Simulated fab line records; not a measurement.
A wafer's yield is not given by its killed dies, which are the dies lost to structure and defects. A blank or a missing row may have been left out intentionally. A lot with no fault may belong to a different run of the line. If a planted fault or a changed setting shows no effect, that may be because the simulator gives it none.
What tool caused it? -- flow n5-finfet -- 27 wafers from 9 lots sampled at 5 of the route's 1938 steps

## WHAT THE GAUGES SHOWED, per wafer
N5_HKMG_FIN_INSPECT_14: inspects for defects (macro). Usual: raw-defect-count at 2.1, with a standard deviation of 1.4.
lot,measured,on,raw-defect-count,flag
L201,day 5 06:39,defect-inspect-01,2 2 0,
L206,day 6 06:44,defect-inspect-01,4 2 3,
L207,day 6 10:08,defect-inspect-01,0 2 2,
L208,day 6 15:43,defect-inspect-02,0 5 1,
L215,day 8 12:19,defect-inspect-01,1 2 4,
L217,day 9 00:17,defect-inspect-02,2 0 2,
L218,day 9 11:07,defect-inspect-02,2 4 5,
L220,day 9 17:25,defect-inspect-02,0 2 1,
L221,day 9 22:08,defect-inspect-02,1 1 1,

N5_BEOL_M4_RC_MEAS_101. Usual: DIBL_N 35.9 mV/V, standard deviation 1.4; DIBL_P 35.9 mV/V, standard deviation 1.7; IOFF_N 0.160 nA/um, standard deviation 0.026; IOFF_P 0.21 nA/um, standard deviation 0.036; ION_N 672 uA/um, standard deviation 11; ION_P 461 uA/um, standard deviation 8.1; SS_N 71.4 mV/dec, standard deviation 0.54; SS_P 73.2 mV/dec, standard deviation 0.67; VT_N 249.3 mV, standard deviation 2.7; VT_P -250 mV, standard deviation 3.9.
lot,measured,on,DIBL_N (mV/V),DIBL_P (mV/V),IOFF_N (nA/um),IOFF_P (nA/um),ION_N (uA/um),ION_P (uA/um),SS_N (mV/dec),SS_P (mV/dec),VT_N (mV),VT_P (mV),flag
L201,day 9 04:48,prober-02,36.3 38.0 36.7,36.2 39.1 35.7,0.161 0.208 0.169,0.22 0.28 0.21,674 682 674,462 465 454,71.1 72.0 71.8,74.1 73.7 73.2,249.6 246.3 250.4,-247 -248 -247,
L206,day 10 06:41,prober-02,36.4 34.8 36.5,37.4 35.2 36.9,0.167 0.132 0.172,0.19 0.16 0.20,688 673 679,457 456 463,70.5 71.3 70.6,74.0 73.0 73.3,249.1 249.8 248.2,-254 -256 -251,
L207,day 10 05:20,prober-02,35.6 35.7 36.2,34.3 35.1 34.6,0.140 0.142 0.146,0.19 0.19 0.19,666 663 670,456 457 462,71.3 70.9 71.1,72.4 72.9 72.4,253.3 251.2 250.4,-252 -250 -250,
L208,day 10 14:10,prober-02,35.7 34.4 33.6,35.9 34.8 33.0,0.157 0.137 0.122,0.21 0.20 0.17,667 666 648,456 463 452,71.3 70.3 71.2,73.0 73.0 71.8,250.1 248.8 253.3,-247 -248 -251,
L215,day 11 21:24,prober-02,37.7 38.6 36.4,38.0 38.5 36.7,0.194 0.223 0.178,0.29 0.30 0.26,690 675 681,478 467 474,71.5 71.7 71.2,73.4 74.1 72.9,245.4 243.9 244.9,-244 -244 -244,
L217,day 13 00:23,prober-01,35.5 37.5 35.4,35.9 38.4 35.7,0.162 0.193 0.156,0.25 0.28 0.24,663 680 667,465 472 462,72.1 72.4 71.2,72.7 74.2 72.8,249.5 248.3 249.9,-243 -244 -248,
L218,day 13 21:21,prober-02,36.1 37.1 37.0,34.4 36.0 36.6,0.142 0.142 0.158,0.15 0.17 0.18,664 643 674,450 441 450,70.9 71.9 71.8,72.8 73.1 73.2,249.5 253.3 248.2,-258 -254 -255,
L220,day 13 21:41,prober-01,36.2 35.4 34.2,37.0 37.1 34.5,0.186 0.171 0.136,0.23 0.22 0.18,670 690 660,458 465 451,72.1 71.6 71.1,73.9 74.4 72.8,245.1 248.0 251.7,-248 -250 -253,
L221,day 14 04:16,prober-02,36.1 35.0 38.2,36.2 35.4 39.4,0.149 0.136 0.190,0.18 0.17 0.24,665 678 675,456 459 462,71.0 70.9 71.5,72.9 73.7 74.2,252.6 253.1 249.5,-253 -255 -248,

## WHICH TOOL RAN EACH LOT (tool, then ch and the chambers of the sampled wafers, then the start)
lot,N5_HKMG_FIN_STRIP_89,N5_HKMG_FIN_STRIP_90,N5_HKMG_FIN_ALD_21
L201,"rie-diel-05 ch 0,1,3, day 5 08:06","rie-diel-01 ch 0,3, day 5 09:10","ald-metal-01 ch 0,1,2, day 5 09:58"
L206,"rie-diel-01 ch 1,3, day 6 08:09","rie-diel-05 ch 0,1,2, day 6 09:13","ald-metal-03 ch 0,1,2, day 6 09:54"
L207,"rie-diel-06 ch 0,1,3, day 6 11:33","rie-diel-05 ch 0,2,3, day 6 12:57","ald-metal-03 ch 0,2,3, day 6 13:38"
L208,"rie-diel-05 ch 0,3, day 6 17:23","rie-diel-06 ch 1,3, day 6 18:35","ald-metal-02 ch 0,3, day 6 19:16"
L215,"rie-diel-01 ch 0,1,3, day 8 13:53","rie-diel-06 ch 0,1, day 8 15:01","ald-metal-02 ch 1,2,3, day 8 15:42"
L217,"rie-diel-05 ch 1,2,3, day 9 02:35","rie-diel-05 ch 0,2,3, day 9 03:42","ald-metal-02 ch 1,2,3, day 9 04:23"
L218,"rie-diel-01 ch 0,2, day 9 12:32","rie-diel-06 ch 1,2,3, day 9 13:51","ald-metal-03 ch 0,1,3, day 9 14:32"
L220,"rie-diel-01 ch 1,2,3, day 9 19:00","rie-diel-05 ch 1,3, day 9 20:07","ald-metal-01 ch 0,1,3, day 9 20:49"
L221,"rie-diel-06 ch 0,2, day 9 23:40","rie-diel-01 ch 1,2, day 10 00:59","ald-metal-02 ch 0,1,3, day 10 01:44"
- N5_HKMG_FIN_STRIP_89: strips SOC in N2/H2, time 20 s.
- N5_HKMG_FIN_STRIP_90: strips SOC in N2/H2, time 20 s.
- N5_HKMG_FIN_ALD_21: deposits TiN, target thk 1.5 nm, pulse time 1 s, purge time 3 s.

## AS READ BY THE TOOLS THEMSELVES (means over the sampled wafers that have a number; for cases with no such wafer, the mark the record gives instead)
N5_HKMG_FIN_STRIP_89. Usual: drypump-motor-current-A 5.7 A, standard deviation 0.45; oes-product-au 0.74 a.u., standard deviation 0.058; power-w 499.9 W, standard deviation 1.5; rf-vpp-V 54.1 V, standard deviation 0.93; showerhead-plenum-p-Torr 3.33 Torr, standard deviation 0.12; throttle-valve-pct 19.0 %, standard deviation 0.35.
lot,tool,drypump-motor-current-A (A),oes-product-au (a.u.),power-w (W),rf-vpp-V (V),showerhead-plenum-p-Torr (Torr),throttle-valve-pct (%),flag
L201,rie-diel-05,5.7,0.74,500.1,54.3,3.22,19.3,
L206,rie-diel-01,5.6,0.73,498.3,54.8,3.35,19.1,
L207,rie-diel-06,5.9,0.76,501.3,55.3,3.45,19.2,
L208,rie-diel-05,5.2,0.75,498.6,54.2,3.25,19.1,
L215,rie-diel-01,5.6,0.74,500.7,54.3,3.36,19.0,
L217,rie-diel-05,5.7,0.79,499.5,53.5,3.36,19.0,
L218,rie-diel-01,5.8,0.75,499.8,53.6,3.41,18.7,
L220,rie-diel-01,5.9,0.69,500.5,54.7,3.37,19.0,
L221,rie-diel-06,5.9,0.73,499.9,54.8,3.39,19.2,

N5_HKMG_FIN_STRIP_90. Usual: drypump-motor-current-A 5.8 A, standard deviation 0.45; oes-product-au 0.75 a.u., standard deviation 0.06; power-w 499.9 W, standard deviation 1.4; rf-vpp-V 54.2 V, standard deviation 0.78; showerhead-plenum-p-Torr 3.35 Torr, standard deviation 0.13; throttle-valve-pct 19.1 %, standard deviation 0.38.
lot,tool,drypump-motor-current-A (A),oes-product-au (a.u.),power-w (W),rf-vpp-V (V),showerhead-plenum-p-Torr (Torr),throttle-valve-pct (%),flag
L201,rie-diel-01,5.3,0.76,500.6,53.8,3.38,18.8,
L206,rie-diel-05,5.8,0.70,485.1,54.1,3.17,19.3,OFF
L207,rie-diel-05,5.3,0.72,485.0,53.8,3.21,19.1,OFF
L208,rie-diel-06,5.7,0.77,499.4,54.9,3.44,18.9,
L215,rie-diel-06,5.9,0.73,500.4,54.4,3.38,19.6,
L217,rie-diel-05,5.3,0.71,500.6,54.5,3.20,19.1,
L218,rie-diel-06,5.7,0.73,499.7,54.1,3.33,19.1,
L220,rie-diel-05,6.1,0.87,497.5,54.1,3.50,19.1,
L221,rie-diel-01,6.3,0.69,499.7,54.2,3.41,18.9,

N5_HKMG_FIN_ALD_21. Usual: chamber-pressure-Torr 2.999 Torr, standard deviation 0.0066; heater-power-outer-w 522 W, standard deviation 55; heater-power-w 867 W, standard deviation 89; precursor-pulse-height-rel 0.999, standard deviation 0.02.
lot,tool,chamber-pressure-Torr (Torr),heater-power-outer-w (W),heater-power-w (W),precursor-pulse-height-rel,flag
L201,ald-metal-01,2.995,483,790,1.013,
L206,ald-metal-03,3.003,552,900,0.994,
L207,ald-metal-03,2.999,538,897,1.004,
L208,ald-metal-02,3.005,478,818,0.974,
L215,ald-metal-02,3.000,529,905,1.004,
L217,ald-metal-02,3.001,539,904,0.997,
L218,ald-metal-03,2.994,556,911,1.000,
L220,ald-metal-01,2.995,502,797,1.019,
L221,ald-metal-02,3.005,525,893,0.998,

## THE ANSWER, worked out from the rows above alone
Rule: take the mean of a lot's wafers that have a number; if it is more than 3 standard deviations from the usual mean, the lot is off. A lot without any number at a reading at which 4 lots or more have one is off too. All remaining lots with rows at the step are treated as sound. First the gauges in route order, then the tools' own readings, where a lot's mean is used as printed above. At the first step where some lot is off, the reading lying furthest off is the one used; lots without a number count as furthest.
Off: L206, L207 (N5_HKMG_FIN_STRIP_90, power-w).
If a tool, at that step or one of the process steps before it, ran each lot that is off and ran no sound lot following the first of them, it fits. Not one of the candidates tried fits.

## WHAT THE SIMULATOR HAD INSERTED
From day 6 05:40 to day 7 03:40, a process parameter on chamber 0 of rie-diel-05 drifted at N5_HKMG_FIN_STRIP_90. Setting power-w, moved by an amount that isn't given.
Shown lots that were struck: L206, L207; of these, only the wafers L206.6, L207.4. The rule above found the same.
